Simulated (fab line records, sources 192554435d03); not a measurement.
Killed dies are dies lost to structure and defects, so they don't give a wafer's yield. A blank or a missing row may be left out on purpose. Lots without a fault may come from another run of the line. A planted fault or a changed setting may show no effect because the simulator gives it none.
A struck lot beside a sound one | flow n5_finfet | 18 steps out of a route of 1938
Sound: wafers L533.2, L533.4, L533.6. Struck: wafers L541.1, L541.3, L541.4. The cause comes at the end.
At each step with rows: each side's tool, then ch and its chambers, then its first start. Under that, the readings that differ: sound wafers | struck wafers | difference of the means | sigmas: that difference in standard deviations of wafers without a fault.
alike: readings whose means differ by less than 2 such deviations, and words and numbers that are the same on both sides. not compared: withheld readings, readings that some wafer has no value for, bounds like >300 that may hide the same value, and numbers for which the record gives no deviation and whose values overlap.
The two part at a step that has a row with sigmas, a row that says differs or no value, or rows on one side only. Numbers that don't overlap but have no deviation are shown without sigmas and don't part them. A reading that every wafer of one side lacks parts them only if that side has two wafers or more.

first, 1 step without rows for these wafers: N5_MIM_TOP_LITHO_HARDBAKE_09 (time 120 s).
N5_MIM_TOP_LITHO_CD_MEAS_08: target cd 2000 nm.
  sound on cd_sem-01 ch 0, day 11 22:04; struck on cd_sem-03 ch 0, day 14 09:48
  alike: cd_nm
N5_MIM_TOP_LITHO_OVL_MEAS_11:
  sound on overlay-02 ch 0, day 11 22:06; struck on overlay-01 ch 0, day 14 09:50
  alike: MIM_TOP_OVL
N5_MIM_TOP_LITHO_INSPECT_12: inspects for defects (macro).
  sound on defect_inspect-01, day 11 22:07; struck on defect_inspect-02, day 14 09:51
  alike: raw_defect_count
N5_MIM_TOP_LITHO_DESCUM_10: chemistry O2, time 7.9 s.
  sound on rie_diel-06 ch 0,2,3, day 11 22:17; struck on rie_diel-03 ch 0,1,2, day 14 10:08
  alike: drypump_motor_current_A, oes_product_au, rf_vpp_V, showerhead_plenum_p_Torr, throttle_valve_pct
  not compared: rf_hours_counter_h
N5_MIM_TOP_ETCH_ETCH_00: etches TiN in Cl2/BCl3, target depth 38.5 nm.
  sound on rie_metal-03 ch 0,1, day 11 22:22; struck on rie_metal-02 ch 0,1, day 14 10:13
  reading                     | sound       | struck      | difference | sigmas
  drypump_motor_current_A (A) | 5.6 5.5 5.5 | 6.3 6.5 6.3 | +0.8       | +2
  alike: oes_ar_750_au, oes_product_au, throttle_valve_pct
  not compared: rf_hours_counter_h
N5_MIM_TOP_ETCH_STRIP_01: strips in O2.
  sound on rie_diel-05 ch 0,1,2, day 11 22:31; struck on rie_diel-01 ch 0,1,3, day 14 10:22
  alike: drypump_motor_current_A, oes_product_au, rf_vpp_V, showerhead_plenum_p_Torr, throttle_valve_pct
  not compared: rf_hours_counter_h
N5_MIM_TOP_ETCH_PECVD_03: deposits SiNx from SiH4/NH3/N2, target thk 20 nm, time 17.6 s.
  sound on pecvd-01 ch 1,2, day 11 22:34; struck on pecvd-03 ch 0,2, day 14 10:25
  reading            | sound       | struck      | difference | sigmas
  heater_power_w (W) | 616 657 599 | 904 841 901 | +258       | +3
  alike: showerhead_plenum_p_Torr, throttle_valve_pct
then, 4 steps without rows for these wafers: N5_MIM_BOT_LITHO_HMDS_01 (time 60 s); N5_MIM_BOT_LITHO_COAT_02; N5_MIM_BOT_LITHO_EBR_04; N5_MIM_BOT_LITHO_SOFTBAKE_03 (time 90 s).
N5_MIM_BOT_LITHO_EXPOSE_05: exposes mask MIM BOT.
  sound on krf_scanner-02 ch 0, day 11 22:53; struck on krf_scanner-02 ch 0, day 14 10:45
  alike: mask
then, 3 steps without rows for these wafers: N5_MIM_BOT_LITHO_PEB_06; N5_MIM_BOT_LITHO_DEVELOP_07 (develop time 60 s); N5_MIM_BOT_LITHO_HARDBAKE_09 (time 120 s).
N5_MIM_BOT_LITHO_CD_MEAS_08: target cd 3000 nm.
  sound on cd_sem-02 ch 0, day 11 23:04; struck on cd_sem-03 ch 0, day 14 10:55
  reading    | sound                | struck               | difference | sigmas
  cd_nm (nm) | 3001.3 2999.8 2999.8 | 3009.4 3015.0 3028.8 | +17.4      | +9
N5_MIM_BOT_LITHO_OVL_MEAS_11:
  sound on overlay-01 ch 0, day 11 23:05; struck on overlay-02 ch 0, day 14 10:57
  alike: MIM_BOT_OVL

WHERE THEY PART
First at N5_MIM_TOP_ETCH_ETCH_00; last, within this record, at N5_MIM_BOT_LITHO_CD_MEAS_08. Later steps at which nothing parts them and some readings are alike: N5_MIM_BOT_LITHO_OVL_MEAS_11.

WHY: what the simulator had put in
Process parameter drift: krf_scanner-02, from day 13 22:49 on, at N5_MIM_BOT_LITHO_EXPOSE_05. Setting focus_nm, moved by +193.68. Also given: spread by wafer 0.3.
